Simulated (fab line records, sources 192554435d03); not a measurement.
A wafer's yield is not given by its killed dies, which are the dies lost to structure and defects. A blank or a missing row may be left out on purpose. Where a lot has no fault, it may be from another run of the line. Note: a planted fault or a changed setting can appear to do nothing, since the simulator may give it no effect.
Split-lot experiment || flow n5Finfet || 7 lots, 21 wafers read, on a route of 1938 steps

== THE SPLIT ITSELF ==
At N5_WELL_APT_COAT_19 (resist thk 950 nm), the setting spinRpm was moved away from the recipe's 1357 rpm on 7 of the 21 wafers read, by -5.0% to +9.3%. All remaining wafers had this setting at the recipe value.

The reading comes from the split's own step.

== THE READING ==
coat_of_WELL_APT_COAT_19.thkNm (the simulator's own value, which no gauge read), in nm, at N5_WELL_APT_COAT_19 (resist thk 950 nm). No usual value for it is given in the file. The 14 wafers here that ran the recipe average 949.8 nm, standard deviation 2.1 nm.

{"wafer": "L078.1", "tool, chamber at the split": "lithoTrack-04, 0", "spinRpm as run, rpm": 1357, "against the recipe": "recipe", "coat_of_WELL_APT_COAT_19.thkNm, nm": 948.3, "against lot-mates on the recipe": "-"}
{"wafer": "L078.2", "tool, chamber at the split": "lithoTrack-04, 0", "spinRpm as run, rpm": 1357, "against the recipe": "recipe", "coat_of_WELL_APT_COAT_19.thkNm, nm": 950.1, "against lot-mates on the recipe": "-"}
{"wafer": "L078.6", "tool, chamber at the split": "lithoTrack-04, 0", "spinRpm as run, rpm": 1407, "against the recipe": "+3.7%", "coat_of_WELL_APT_COAT_19.thkNm, nm": 933.6, "against lot-mates on the recipe": -15.6}
{"wafer": "L079.3", "tool, chamber at the split": "lithoTrack-04, 0", "spinRpm as run, rpm": 1357, "against the recipe": "recipe", "coat_of_WELL_APT_COAT_19.thkNm, nm": 950.9, "against lot-mates on the recipe": "-"}
{"wafer": "L079.4", "tool, chamber at the split": "lithoTrack-04, 0", "spinRpm as run, rpm": 1357, "against the recipe": "recipe", "coat_of_WELL_APT_COAT_19.thkNm, nm": 949.5, "against lot-mates on the recipe": "-"}
{"wafer": "L079.5", "tool, chamber at the split": "lithoTrack-04, 0", "spinRpm as run, rpm": 1437, "against the recipe": "+5.9%", "coat_of_WELL_APT_COAT_19.thkNm, nm": 923.1, "against lot-mates on the recipe": -27.1}
{"wafer": "L087.3", "tool, chamber at the split": "lithoTrack-02, 0", "spinRpm as run, rpm": 1357, "against the recipe": "recipe", "coat_of_WELL_APT_COAT_19.thkNm, nm": 952.4, "against lot-mates on the recipe": "-"}
{"wafer": "L087.4", "tool, chamber at the split": "lithoTrack-02, 0", "spinRpm as run, rpm": 1357, "against the recipe": "recipe", "coat_of_WELL_APT_COAT_19.thkNm, nm": 951.8, "against lot-mates on the recipe": "-"}
{"wafer": "L087.6", "tool, chamber at the split": "lithoTrack-02, 0", "spinRpm as run, rpm": 1357, "against the recipe": "recipe", "coat_of_WELL_APT_COAT_19.thkNm, nm": 951.6, "against lot-mates on the recipe": "-"}
{"wafer": "L088.4", "tool, chamber at the split": "lithoTrack-04, 0", "spinRpm as run, rpm": 1357, "against the recipe": "recipe", "coat_of_WELL_APT_COAT_19.thkNm, nm": 951.1, "against lot-mates on the recipe": "-"}
{"wafer": "L088.5", "tool, chamber at the split": "lithoTrack-04, 0", "spinRpm as run, rpm": 1289, "against the recipe": "-5.0%", "coat_of_WELL_APT_COAT_19.thkNm, nm": 978.2, "against lot-mates on the recipe": "+26.2"}
{"wafer": "L088.6", "tool, chamber at the split": "lithoTrack-04, 0", "spinRpm as run, rpm": 1357, "against the recipe": "recipe", "coat_of_WELL_APT_COAT_19.thkNm, nm": 953, "against lot-mates on the recipe": "-"}
{"wafer": "L091.1", "tool, chamber at the split": "lithoTrack-02, 0", "spinRpm as run, rpm": 1483, "against the recipe": "+9.3%", "coat_of_WELL_APT_COAT_19.thkNm, nm": 904.6, "against lot-mates on the recipe": -43.0}
{"wafer": "L091.3", "tool, chamber at the split": "lithoTrack-02, 0", "spinRpm as run, rpm": 1483, "against the recipe": "+9.3%", "coat_of_WELL_APT_COAT_19.thkNm, nm": 904.5, "against lot-mates on the recipe": -43.1}
{"wafer": "L091.4", "tool, chamber at the split": "lithoTrack-02, 0", "spinRpm as run, rpm": 1357, "against the recipe": "recipe", "coat_of_WELL_APT_COAT_19.thkNm, nm": 947.6, "against lot-mates on the recipe": "-"}
{"wafer": "L093.1", "tool, chamber at the split": "lithoTrack-04, 0", "spinRpm as run, rpm": 1482, "against the recipe": "+9.2%", "coat_of_WELL_APT_COAT_19.thkNm, nm": 906.7, "against lot-mates on the recipe": -43.5}
{"wafer": "L093.3", "tool, chamber at the split": "lithoTrack-04, 0", "spinRpm as run, rpm": 1357, "against the recipe": "recipe", "coat_of_WELL_APT_COAT_19.thkNm, nm": 950.2, "against lot-mates on the recipe": "-"}
{"wafer": "L093.4", "tool, chamber at the split": "lithoTrack-04, 0", "spinRpm as run, rpm": 1482, "against the recipe": "+9.2%", "coat_of_WELL_APT_COAT_19.thkNm, nm": 907.9, "against lot-mates on the recipe": -42.3}
{"wafer": "L097.2", "tool, chamber at the split": "lithoTrack-02, 0", "spinRpm as run, rpm": 1357, "against the recipe": "recipe", "coat_of_WELL_APT_COAT_19.thkNm, nm": 946.2, "against lot-mates on the recipe": "-"}
{"wafer": "L097.4", "tool, chamber at the split": "lithoTrack-02, 0", "spinRpm as run, rpm": 1357, "against the recipe": "recipe", "coat_of_WELL_APT_COAT_19.thkNm, nm": 946.2, "against lot-mates on the recipe": "-"}
{"wafer": "L097.5", "tool, chamber at the split": "lithoTrack-02, 0", "spinRpm as run, rpm": 1357, "against the recipe": "recipe", "coat_of_WELL_APT_COAT_19.thkNm, nm": 948.3, "against lot-mates on the recipe": "-"}

THE FIT
A straight line over all 21 wafers: coat_of_WELL_APT_COAT_19.thkNm changes by -4.82 nm for each +1% of spinRpm; r = -0.99; the points scatter about the line by 2.2 nm.
The same after taking each lot's own level away (the mean of its wafers on the recipe; 21 wafers): -4.7 nm for each +1%; r = -1.00; scatter 0.95 nm.
According to that fit, moving spinRpm by its largest amount changes the reading by 44 nm.
Across the lots, their own levels run from 946.90 to 952.05 nm, a range of 2.4 times the standard deviation given above.
The two slopes are in agreement: the lot-to-lot level therefore moves the slope only a little.
Check: for one of the wafers moved furthest among these (+9.3%), held out of the fit, the line's prediction against its lot-mates is -43.4 nm. It came out at -43 nm against them.

== OTHER SPLITS APPLIED TO THESE WAFERS ==
Note: prior to the reading, these wafers also went through further splits. Each is held against what the fit with the lots' levels taken away leaves over:
{"other split on the same wafers": "N5_WELL_APT_PEB_06 pebTimeS", "wafers away from the commonest value": 7, "r with coat_of_WELL_APT_COAT_19.thkNm (lot level and that fit taken away)": -0.32}
{"other split on the same wafers": "N5_WELL_APT_DEVELOP_07 developTimeS", "wafers away from the commonest value": 3, "r with coat_of_WELL_APT_COAT_19.thkNm (lot level and that fit taken away)": "+0.01"}

== FILE'S OWN FIT ==
coat_of_WELL_APT_COAT_19.thkNm changes by -4.68 nm for each +1% of spinRpm, r = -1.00.
